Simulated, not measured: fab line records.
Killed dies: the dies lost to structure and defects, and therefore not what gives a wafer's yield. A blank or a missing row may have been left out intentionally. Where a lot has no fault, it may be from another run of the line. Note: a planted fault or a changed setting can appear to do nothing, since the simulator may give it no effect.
Lot-split experiment | flow n5-finfet | route with 1938 steps; 7 lots, 21 wafers read

== ON THE SPLIT ==
At N5_MOL_CONTACT_COAG_ALD_133 (deposits SiO2, target thk 5 nm, pulse time 1 s, co reactant pulse time 1 s), the setting ald-cycles was moved away from the recipe's 35 on 5 of the 21 wafers read, by -5.7% to +8.6%. All remaining wafers had this setting at the recipe value.

The split's own step is where the reading is taken.

== THE READING ==
SiO2_of_MOL_CONTACT_COAG_ALD_133.thk-nm (the simulator's own value, which no gauge read), in nm, at N5_MOL_CONTACT_COAG_ALD_133 (deposits SiO2, target thk 5 nm, pulse time 1 s, co reactant pulse time 1 s). The file gives no usual value for it.

wafer  | tool, chamber at the split | ald-cycles as run | against the recipe | SiO2_of_MOL_CONTACT_COAG_ALD_133.thk-nm, nm | against lot-mates on the recipe
L075.1 | ald-sin-03, 2,3,1          | 35                | recipe             | 5                                           | -
L075.3 | ald-sin-03, 2,3,1          | 35                | recipe             | 5                                           | -
L075.6 | ald-sin-03, 2,3,1          | 35                | recipe             | 5                                           | -
L080.1 | ald-sin-02, 3              | 35                | recipe             | 5                                           | -
L080.2 | ald-sin-02, 1,2            | 33                | -5.7%              | 4.8                                         | -0.2
L080.4 | ald-sin-02, 1,2            | 33                | -5.7%              | 4.8                                         | -0.2
L082.2 | ald-sin-03, 2,1,1          | 35                | recipe             | 5                                           | -
L082.4 | ald-sin-03, 2,1,1          | 35                | recipe             | 5                                           | -
L082.6 | ald-sin-03, 2,1,1          | 35                | recipe             | 5                                           | -
L091.2 | ald-sin-01, 3,1,0          | 35                | recipe             | 5                                           | -
L091.3 | ald-sin-01, 3,1,0          | 35                | recipe             | 5                                           | -
L091.4 | ald-sin-01, 3,1,0          | 35                | recipe             | 5                                           | -
L095.2 | ald-sin-02, 0,1,3          | 35                | recipe             | 5                                           | -
L095.3 | ald-sin-02, 0,1,3          | 35                | recipe             | 5                                           | -
L095.4 | ald-sin-02, 0,1,3          | 35                | recipe             | 5                                           | -
L097.1 | ald-sin-02, 0,2            | 38                | +8.6%              | 5.4                                         | +0.4
L097.2 | ald-sin-02, 0,2            | 38                | +8.6%              | 5.4                                         | +0.4
L097.3 | ald-sin-02, 1              | 35                | recipe             | 5                                           | -
L096.1 | ald-sin-01, 2              | 33                | -5.7%              | 4.6                                         | -0.4
L096.4 | ald-sin-01, 0              | 35                | recipe             | 5                                           | -
L096.5 | ald-sin-01, 0              | 35                | recipe             | 5                                           | -
If several chambers appear in one row, that row covers several wafers at once and the file leaves open which wafer was in which chamber.

THE FIT
A straight line over all 21 wafers: SiO2_of_MOL_CONTACT_COAG_ALD_133.thk-nm changes by +0.0467 nm for each +1% of ald-cycles; r = +0.98; the points scatter about the line by 0.037 nm.
The same after taking each lot's own level away (the mean of its wafers on the recipe; 21 wafers): +0.0467 nm for each +1%; r = +0.98; scatter 0.037 nm.
On that fit, the largest move of ald-cycles shifts the reading by 0.4 nm.
The lots' own levels span 5.00 to 5.00 nm.
Hence the lot-to-lot level has little effect on the slope; both slopes agree.
Check: with one of the wafers moved furthest among these (+8.6%) left out of the fit, the line predicts +0.4 nm for it against its lot-mates. Against them it came out at +0.4 nm.

== FURTHER SPLITS ON THESE WAFERS ==
Before the reading, these wafers also passed through other splits. Each is held against what the fit with the lots' levels taken away leaves over:
other split on the same wafers       | wafers away from the commonest value | r with SiO2_of_MOL_CONTACT_COAG_ALD_133.thk-nm (lot level and that fit taken away)
N5_HKMG_FIN_ETCH_31 bias-w           | 7                                    | +0.00
N5_MOL_CONTACT_COAG_PECVD_31 temp-c  | 4                                    | +0.00
N5_MOL_CONTACT_COAG_COAT_77 spin-rpm | 3                                    | +0.00

== THE FILE'S OWN FIT ==
SiO2_of_MOL_CONTACT_COAG_ALD_133.thk-nm changes by +0.0494 nm for each +1% of ald-cycles, r = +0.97.
